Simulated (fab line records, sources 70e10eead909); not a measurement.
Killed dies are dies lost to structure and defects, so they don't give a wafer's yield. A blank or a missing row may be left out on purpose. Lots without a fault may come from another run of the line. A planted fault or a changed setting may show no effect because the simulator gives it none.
Chamber matching | flow nand_harc | NHARC_A_STAIRCASE_DESCUM_252 on rie_diel-01: 4 sister chambers
The step chemistry O2, time 3 s. 14 wafers are shown with their chamber, then 7 later ones without.

WAFERS WITH THEIR CHAMBER
wafer  | chamber | showerhead_plenum_p_Torr (Torr) | oes_product_au (a.u.) | rf_vpp_V (V)
L074.1 | 1       | 2.02                            | 1.004                 | 58.6
L074.3 | 3       | 1.93                            | 1.009                 | 58.4
L074.5 | 2       | 1.88                            | 0.998                 | 58.1
L075.1 | 0       | 1.97                            | 0.996                 | 58.5
L075.2 | 1       | 2.02                            | 0.994                 | 59.3
L075.3 | 2       | 1.88                            | 0.998                 | 56.6
L079.1 | 0       | 1.97                            | 0.988                 | 58.1
L079.2 | 3       | 1.93                            | 1.006                 | 57.9
L079.3 | 2       | 1.88                            | 0.990                 | 58.0
L080.1 | 2       | 1.88                            | 0.988                 | 59.3
L080.4 | 1       | 2.01                            | 0.990                 | 57.7
L080.5 | 0       | 1.97                            | 0.993                 | 57.3
L085.2 | 0       | 1.96                            | 0.988                 | 58.2
L085.4 | 3       | 1.92                            | 0.985                 | 57.7

SIGNATURES (means of the wafers above)
reading                  | chamber 0 | chamber 1 | chamber 2 | chamber 3 | scatter within a chamber
showerhead_plenum_p_Torr | 1.9675    | 2.0167    | 1.8800    | 1.9267    | 0.00456
oes_product_au           | 0.99125   | 0.99600   | 0.99350   | 1.00000   | 0.00759
rf_vpp_V                 | 58.025    | 58.533    | 58.000    | 58.000    | 0.774
Rule: a wafer's distance from a chamber is the root of the sum, over the readings, of the square of ((its reading less the chamber's mean) divided by the reading's scatter). The wafer belongs to the nearest chamber; if the next one is less than 2 further off, it can't be placed. The scatter: the root of (the sum of the squares of (reading less its chamber's mean) over the shown wafers, divided by (wafers less chambers)).

WAFERS WITHOUT THEIR CHAMBER
wafer  | showerhead_plenum_p_Torr (Torr) | oes_product_au (a.u.) | rf_vpp_V (V)
L085.6 | 1.87                            | 0.991                 | 58.3
L088.2 | 1.87                            | 0.996                 | 59.0
L088.4 | 1.92                            | 0.999                 | 58.0
L088.6 | 1.92                            | 1.001                 | 58.2
L095.1 | 1.96                            | 0.997                 | 58.7
L095.2 | 2.00                            | 1.012                 | 58.8
L095.3 | 1.91                            | 1.000                 | 58.9

WHICH CHAMBER EACH WENT THROUGH
wafer  | from the rows above | in truth
L085.6 | 2                   | 2
L088.2 | 2                   | 2
L088.4 | 3                   | 3
L088.6 | 3                   | 3
L095.1 | 0                   | 0
L095.2 | 1                   | 1
L095.3 | 3                   | 3
Placed correctly: 7 of 7. Can't be placed from these rows: 0. Placed wrongly: 0.
